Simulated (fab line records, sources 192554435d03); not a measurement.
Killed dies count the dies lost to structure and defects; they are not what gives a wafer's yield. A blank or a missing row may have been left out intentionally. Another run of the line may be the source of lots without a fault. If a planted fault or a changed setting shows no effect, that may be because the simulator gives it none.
fab line records | flow n5-finfet
record lots=13 wafers=31 last-day=16
route steps=1938 shown MOL_CONTACT_COAG@523
lots that met no fault: from a run of the same line without faults
start-h: start of the lot's first displayed wafer, in hours after the record's first day | wait-h: how many hours have passed since the lot's step before this one | " unchanged from the row above | L1.1+2: several wafers, shown together as one row | - either no value or no given start | * or withheld: withheld | < > ~ a bound
route shown NAME@n: names a module that has steps shown in the file, with the first one's number in the route | usual: mean/standard deviation taken from wafers without a fault | same: alike in all rows | chamber/n: place in a boat | sites: readings site by site | _std_site: their standard deviation | _edge_site: outer sites' mean less inner sites' | radius-mm: how far each site lies from the wafer's centre | mask NAME#n: copy n | behind: the tool/chamber that last shaped the wafer | hold: why the lot was held/for how many hours/how that ended | device: transistor that didn't switch, given as n, p or np | end of line: the same wafers' tests at the end of the route | a step given without rows: its recipe and nothing more | killed: count of dies lost to structure and defects at first sort (not the wafer's yield) | map: dies across one wafer; x = killed, . = not, _ = none there
set.NAME: the setting the step ran with; set.NAME@STEP: the setting that earlier step ran with | model.NAME: the simulator's own value behind a step, which no gauge read
the route's steps for a sample of lots (tables are steps, rows are wafers)
services: a tool's chamber out of use, with start hour (start-h, from the record's first day; less than 0 if before it), hours out, and reason
## steps
# step N5_MOL_CONTACT_COAG_EXPOSE_05
# recipe mask-id=CA na=0.33 source-shape=annular sigma-inner=0.4 sigma-outer=0.8 polarization=unpolarized defocus-nm=0 dose-mj=38.25
# usual exposure-dose-mJ-cm2=38.15/0.038
# same na=0.33
# columns lot.wafer tool chamber start-h wait-h mask exposure-dose-mJ-cm2
L831.4 euv-scanner-01 0 93.87 - CA#0 38.19
L831.5 " 0 " " CA#0 38.15
L831.6 " 0 " " CA#0 38.17
L833.3 euv-scanner-02 0 106.07 - CA#0 38.15
L833.6 " 0 " " CA#0 38.19
L834.2 euv-scanner-01 0 114.51 - CA#0 38.15
L834.3 " 0 " " CA#0 38.15
L836.3 euv-scanner-01 0 122.41 - CA#0 38.15
L836.5 " 0 " " CA#0 38.16
L837.1 euv-scanner-01 0 130.60 - CA#0 38.16
L837.6 " 0 " " CA#0 38.09
L838.1 euv-scanner-01 0 134.69 - CA#0 38.16
L838.3 " 0 " " CA#0 38.16
L839.4 euv-scanner-01 0 139.22 - CA#0 38.23
L839.5 " 0 " " CA#0 38.14
L840.2 euv-scanner-02 0 145.93 - CA#0 38.16
L840.3 " 0 " " CA#0 38.10
L840.6 " 0 " " CA#0 38.10
L842.2 euv-scanner-01 0 157.89 - CA#0 38.16
L842.3 " 0 " " CA#0 38.16
L842.6 " 0 " " CA#0 38.17
L843.5 euv-scanner-01 0 165.76 - CA#0 38.14
L843.6 " 0 " " CA#0 38.14
L848.1 euv-scanner-01 0 194.50 - CA#0 38.11
L848.2 " 0 " " CA#0 38.12
L851.2 euv-scanner-01 0 213.51 - CA#0 39.82
L851.5 " 0 " " CA#0 39.79
L851.6 " 0 " " CA#0 39.80
L852.4 euv-scanner-01 0 221.70 - CA#0 39.55
L852.5 " 0 " " CA#0 39.55
L852.6 " 0 " " CA#0 39.57
# step N5_MOL_CONTACT_COAG_CD_MEAS_08
# recipe target-cd-nm=28 landing-energy-ev=500 detector=se-inlens polarity=opening
# usual cd-nm=27.95/0.3
# columns lot.wafer tool chamber start-h wait-h cd-nm
L831.4 cd-sem-03 0 93.98 - 27.76
L831.5 " 0 " " 27.60
L831.6 " 0 " " 28.23
L833.3 cd-sem-03 0 106.19 - 28.60
L833.6 " 0 " " 28.45
L834.2 cd-sem-03 0 114.64 - 27.92
L834.3 " 0 " " 28.12
L836.3 cd-sem-03 0 122.53 - 28.04
L836.5 " 0 " " 28.00
L837.1 cd-sem-01 0 130.73 - 27.92
L837.6 " 0 " " 27.67
L838.1 cd-sem-01 0 134.82 - 27.85
L838.3 " 0 " " 27.51
L839.4 cd-sem-01 0 139.33 - 28.12
L839.5 " 0 " " 28.26
L840.2 cd-sem-03 0 146.05 - 28.28
L840.3 " 0 " " 28.15
L840.6 " 0 " " 28.21
L842.2 cd-sem-03 0 158.02 - 27.89
L842.3 " 0 " " 27.80
L842.6 " 0 " " 27.54
L843.5 cd-sem-01 0 165.87 - 27.71
L843.6 " 0 " " 27.91
L848.1 cd-sem-02 0 194.63 - 27.41
L848.2 " 0 " " 27.76
L851.2 cd-sem-02 0 213.63 - 28.84
L851.5 " 0 " " 28.71
L851.6 " 0 " " 28.73
L852.4 cd-sem-03 0 221.81 - 28.76
L852.5 " 0 " " 28.50
L852.6 " 0 " " 28.75
# step N5_MOL_CONTACT_COAG_INSPECT_10
# recipe mode=adi inspect-instrument=brightfield
# usual raw-defect-count=66/23
# columns lot.wafer tool chamber start-h wait-h raw-defect-count
L831.4 defect-inspect-02 - 94.07 0.0 47
L831.5 " - " " 82
L831.6 " - " " 42
L833.3 defect-inspect-02 - 106.28 0.0 88
L833.6 " - " " 66
L834.2 defect-inspect-02 - 114.72 0.0 62
L834.3 " - " " 91
L836.3 defect-inspect-02 - 122.61 0.0 44
L836.5 " - " " 72
L837.1 defect-inspect-02 - 130.82 0.1 44
L837.6 " - " " 75
L838.1 defect-inspect-01 - 134.91 0.1 50
L838.3 " - " " 46
L839.4 defect-inspect-02 - 139.42 0.0 54
L839.5 " - " " 85
L840.2 defect-inspect-02 - 146.14 0.0 50
L840.3 " - " " 101
L840.6 " - " " 62
L842.2 defect-inspect-02 - 158.11 0.0 61
L842.3 " - " " 114
L842.6 " - " " 52
L843.5 defect-inspect-02 - 165.95 0.0 29
L843.6 " - " " 55
L848.1 defect-inspect-02 - 194.72 0.1 81
L848.2 " - " " 57
L851.2 defect-inspect-01 - 213.72 0.0 87
L851.5 " - " " 74
L851.6 " - " " 25
L852.4 defect-inspect-01 - 221.90 0.0 35
L852.5 " - " " 76
L852.6 " - " " 58
# step N5_MOL_CONTACT_COAG_DESCUM_13
# recipe chemistry=O2 time-s=7 source-power-w=50 bias-power-w=20 pressure-mtorr=20 rf-frequency-hz=2.712e+07 temp-c=40 resist=CAR-EUV o2-flow-sccm=225
# usual bias-power-w=19.99/0.061 drypump-motor-current-A=5.7/0.4 oes-product-au=0.82/0.083 rf-vpp-V=242.9/1.2 showerhead-plenum-p-Torr=2.09/0.049 throttle-valve-pct=20.46/0.28
# columns lot.wafer tool chamber start-h wait-h bias-power-w drypump-motor-current-A oes-product-au rf-hours-counter-h rf-vpp-V showerhead-plenum-p-Torr throttle-valve-pct
L831.4 rie-diel-01 1 94.10 0.0 19.97 5.8 0.71 194 241.9 2.09 21.16
L831.5 " 0 " " 19.94 6.3 0.81 - 242.4 2.12 20.48
L831.6 " 1 " " 20.07 5.7 0.71 - 243.0 2.09 21.14
L833.3 rie-diel-04 1 106.31 0.0 19.96 5.4 0.91 26 244.3 2.15 20.42
L833.6 " 0 " " 20.11 5.9 0.80 - 240.9 2.01 20.24
L834.2 rie-diel-04 1 114.76 0.0 19.91 5.4 0.91 30 242.7 2.15 20.43
L834.3 " 3 " " 19.95 6.0 1.01 3 241.8 2.06 20.17
L836.3 rie-diel-01 3 122.69 0.1 19.91 6.0 0.82 76 243.4 2.10 20.38
L836.5 " 2 " " 19.90 5.3 0.78 - 244.3 2.18 20.35
L837.1 rie-diel-01 1 131.27 0.5 19.96 5.8 0.70 207 243.0 2.09 21.17
L837.6 " 3 " " 19.99 6.0 0.83 - 243.6 2.10 20.40
L838.1 rie-diel-04 2 135.19 0.3 19.99 5.4 0.96 6 241.2 2.07 20.23
L838.3 " 1 " " 19.93 5.4 0.90 38 243.7 2.15 20.45
L839.4 rie-diel-01 3 139.45 0.0 20.01 6.0 0.82 83 242.9 2.09 20.39
L839.5 " 0 " " 20.04 6.3 0.78 - 242.9 2.12 20.49
L840.2 rie-diel-04 3 146.35 0.2 19.99 6.0 0.96 12 244.0 2.05 20.19
L840.3 " 1 " " 19.93 5.4 0.88 41 245.3 2.15 20.44
L840.6 " 1 " " 19.92 5.4 0.89 - 243.0 2.15 20.44
L842.2 rie-diel-04 0 158.38 0.3 20.00 5.9 0.79 117 241.4 2.01 20.24
L842.3 " 3 " " 20.11 6.0 0.95 16 242.1 2.05 20.19
L842.6 " 2 " " 20.03 5.4 0.94 - 242.2 2.07 20.23
L843.5 rie-diel-04 2 166.19 0.2 19.99 5.4 0.94 - 242.7 2.07 20.22
L843.6 " 3 " " 20.03 6.0 0.94 - 242.9 2.05 20.18
L848.1 rie-diel-04 3 194.75 0.0 20.02 6.0 0.92 27 242.5 2.05 20.21
L848.2 " 0 " " 20.09 5.9 0.79 129 243.0 2.00 20.28
L851.2 rie-diel-05 2 213.83 0.1 20.03 6.7 0.71 196 242.7 2.06 20.84
L851.5 " 0 " " 20.07 5.1 0.86 - 241.9 2.03 20.32
L851.6 " 3 " " 20.00 5.0 0.92 - 241.2 2.04 20.24
L852.4 rie-diel-04 2 221.94 0.0 19.99 5.4 0.89 32 241.8 2.06 20.26
L852.5 " 0 " " 20.06 5.9 0.77 - 242.3 2.00 20.29
L852.6 " 1 " " 19.99 5.4 0.85 - 242.9 2.14 20.49
# step N5_MOL_CONTACT_COAG_ETCH_59
# recipe chemistry=N2/H2 target=underlayer target-depth-a=130 mask-material=CAR-EUV time-s=10.4 ion-energy-ev=200 pressure-mtorr=30 source-w=840 bias-w=150 n2-flow-sccm=200 h2-flow-sccm=200 ends=cleared
# usual drypump-motor-current-A=5.7/0.4 etch-rf-on-time-s=10.46/0.24 oes-product-au=0.70/0.07 rf-vpp-V=523.6/2 showerhead-plenum-p-Torr=2.54/0.062 throttle-valve-pct=17.9/0.31
# columns lot.wafer tool chamber start-h wait-h drypump-motor-current-A etch-rf-on-time-s oes-product-au rf-hours-counter-h rf-vpp-V showerhead-plenum-p-Torr throttle-valve-pct
L831.4 rie-diel-01 1 94.13 0.0 5.7 10.62 0.60 194 522.9 2.53 18.6
L831.5 " 0 " " 6.3 10.25 0.70 - 525.0 2.59 18.0
L831.6 " 1 " " 5.8 10.63 0.60 - 523.4 2.53 18.6
L833.3 rie-diel-04 1 106.35 0.0 5.4 10.46 0.76 26 525.2 2.61 17.8
L833.6 " 0 " " 5.9 10.75 0.67 - 521.0 2.48 18.0
L834.2 rie-diel-04 1 114.79 0.0 5.4 10.30 0.76 30 526.0 2.61 17.8
L834.3 " 3 " " 6.0 10.05 0.85 3 521.4 2.48 17.4
L836.3 rie-diel-01 3 122.73 0.0 6.0 10.35 0.71 76 524.1 2.57 17.9
L836.5 " 2 " " 5.3 10.19 0.67 - 528.2 2.67 18.0
L837.1 rie-diel-01 1 131.31 0.0 5.7 10.76 0.60 207 522.8 2.53 18.6
L837.6 " 3 " " 6.0 10.47 0.70 - 524.3 2.57 17.9
L838.1 rie-diel-04 2 135.22 0.0 5.3 10.32 0.83 6 523.5 2.52 17.7
L838.3 " 1 " " 5.4 10.32 0.75 38 523.7 2.61 17.8
L839.4 rie-diel-01 3 139.49 0.0 6.0 10.42 0.70 83 524.2 2.56 17.9
L839.5 " 0 " " 6.3 10.55 0.67 - 524.4 2.58 18.0
L840.2 rie-diel-04 3 146.38 0.0 6.1 10.16 0.82 12 523.6 2.48 17.4
L840.3 " 1 " " 5.4 10.52 0.73 41 523.8 2.60 17.8
L840.6 " 1 " " 5.5 10.50 0.74 - 525.6 2.60 17.8
L842.2 rie-diel-04 0 158.41 0.0 5.9 10.77 0.66 117 521.5 2.48 18.0
L842.3 " 3 " " 6.0 10.07 0.82 16 522.0 2.48 17.5
L842.6 " 2 " " 5.3 10.23 0.80 - 522.7 2.52 17.7
L843.5 rie-diel-04 2 166.21 0.0 5.4 10.41 0.79 - 523.6 2.52 17.7
L843.6 " 3 " " 6.0 10.16 0.81 - 522.5 2.48 17.5
L848.1 rie-diel-04 3 194.79 0.0 6.1 10.16 0.80 27 522.2 2.47 17.5
L848.2 " 0 " " 5.9 10.87 0.65 129 521.5 2.47 18.0
L851.2 rie-diel-05 2 213.87 0.0 6.6 11.10 0.59 196 524.2 2.54 18.6
L851.5 " 0 " " 5.1 10.02 0.73 - 521.2 2.47 17.8
L851.6 " 3 " " 5.0 10.57 0.77 - 521.7 2.48 17.7
L852.4 rie-diel-04 2 221.97 0.0 5.4 10.42 0.77 32 520.9 2.51 17.8
L852.5 " 0 " " 5.9 10.87 0.64 - 520.4 2.47 18.0
L852.6 " 1 " " 5.4 10.52 0.71 - 525.4 2.59 17.9
## services
# columns tool chamber start-h hours kind
rie-diel-04 0 87.45 6.6 repair
rie-diel-04 3 94.41 - clean
rie-diel-04 3 94.41 - consumable-replace:focus-ring
rie-diel-05 3 96.43 - clean
rie-diel-05 3 96.43 - consumable-replace:focus-ring
rie-diel-05 3 96.43 19.5 scheduled-down
rie-diel-05 3 96.43 19.5 vent-cycle
euv-scanner-02 - 96.54 1.2 repair
euv-scanner-02 - 100.71 1.0 pm
rie-diel-04 2 108.99 - clean
rie-diel-04 2 108.99 - consumable-replace:focus-ring
rie-diel-04 2 108.99 10.1 scheduled-down
rie-diel-04 2 108.99 10.1 vent-cycle
euv-scanner-01 - 117.46 1.0 pm
rie-diel-04 - 148.85 0.1 repair
euv-scanner-02 - 156.86 1.0 pm
rie-diel-04 2 172.28 4.3 repair
euv-scanner-01 - 173.61 1.0 pm
euv-scanner-02 - 182.37 4.6 pm
rie-diel-05 0 185.05 3.2 repair
rie-diel-04 - 190.71 1.6 repair
euv-scanner-02 - 213.01 1.0 pm
euv-scanner-01 - 214.02 4.6 pm
euv-scanner-01 0 218.66 - calibration
## key
first-sign step=N5_MOL_CONTACT_COAG_EXPOSE_05 reading=exposure-dose-mJ-cm2 direction=up sigmas=40 usual=38.15 struck=39.68
effect step=N5_MOL_CONTACT_COAG_CD_MEAS_08 reading=cd-nm direction=up sigmas=2.6 usual=27.95 struck=28.72 through=control-loop
met-at N5_MOL_CONTACT_COAG_EXPOSE_05
struck-lots L851,L852
tester-left-out L851,L852
loop-trim step=N5_MOL_CONTACT_COAG_EXPOSE_05 setting=dose lots=L852
not-acting-at N5_MOL_CONTACT_COAG_INSPECT_10,N5_MOL_CONTACT_COAG_DESCUM_13,N5_MOL_CONTACT_COAG_ETCH_59
onset-between 194.50 213.51
fault kind=process-parameter-drift tool=euv-scanner-01 chamber=- onset-h=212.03 steps=N5_MOL_CONTACT_COAG_EXPOSE_05 channel=dose-mj offset=1.7004 shape=step acts-in=these-recipes-only stated=38.25
# tester-left-out: of these lots the tester's yield and bins aren't shown, on N5 and GAA mostly nor the transistor test; their killed dies are dies lost to structure and defects alone, not to doping, threshold or leakage, so they don't give the yield
# loop-trim: a control loop set the setting to another value than it would have without faults
